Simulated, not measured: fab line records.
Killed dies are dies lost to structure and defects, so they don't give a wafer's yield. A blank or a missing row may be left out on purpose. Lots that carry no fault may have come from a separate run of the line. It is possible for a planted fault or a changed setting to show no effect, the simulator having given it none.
Chamber matching    flow n5-finfet    rie-diel-03 running N5_BEOL_M0_SAQP_DESCUM_19: 4 sister chambers
The step chemistry O2, time 7.9 s. 4 wafers are shown with their chamber, then 9 later ones without.

EACH WAFER AND ITS CHAMBER
wafer   chamber  showerhead-plenum-p-Torr (Torr)
L079.4  1        1.97
L083.2  0        2.10
L085.3  3        2.10
L085.6  2        2.09

WAFERS WHOSE CHAMBER IS MISSING
wafer   showerhead-plenum-p-Torr (Torr)
L090.2  2.09
L090.3  2.10
L090.4  2.22
L091.3  2.10
L091.4  2.09
L091.6  2.22
L093.1  2.09
L093.2  2.22
L093.4  2.09

EACH ONE'S CHAMBER
wafer   from the rows above                in truth
L090.2  can't be placed: 2 or 0 or 3 or 1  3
L090.3  can't be placed: 0 or 3 or 2 or 1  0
L090.4  can't be placed: 0 or 3 or 2 or 1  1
L091.3  can't be placed: 0 or 3 or 2 or 1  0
L091.4  can't be placed: 2 or 0 or 3 or 1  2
L091.6  can't be placed: 0 or 3 or 2 or 1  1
L093.1  can't be placed: 2 or 0 or 3 or 1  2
L093.2  can't be placed: 0 or 3 or 2 or 1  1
L093.4  can't be placed: 2 or 0 or 3 or 1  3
Correctly placed: 0 of 9. Unplaceable from these rows: 9, with the true chamber sitting among the candidates in 9. 0 placed wrongly.
How it was worked out, from the rows above alone: a wafer's distance from a chamber is the root of the sum, over the readings, of the square of ((its reading less the chamber's mean) divided by the reading's scatter). The wafer belongs to the nearest chamber; if the next one is less than 2 further off, it can't be placed. A chamber's mean is the mean of its shown wafers. The scatter: with one shown wafer a chamber, the root of the mean of the squares of how far each hidden wafer lies from its nearest shown one.
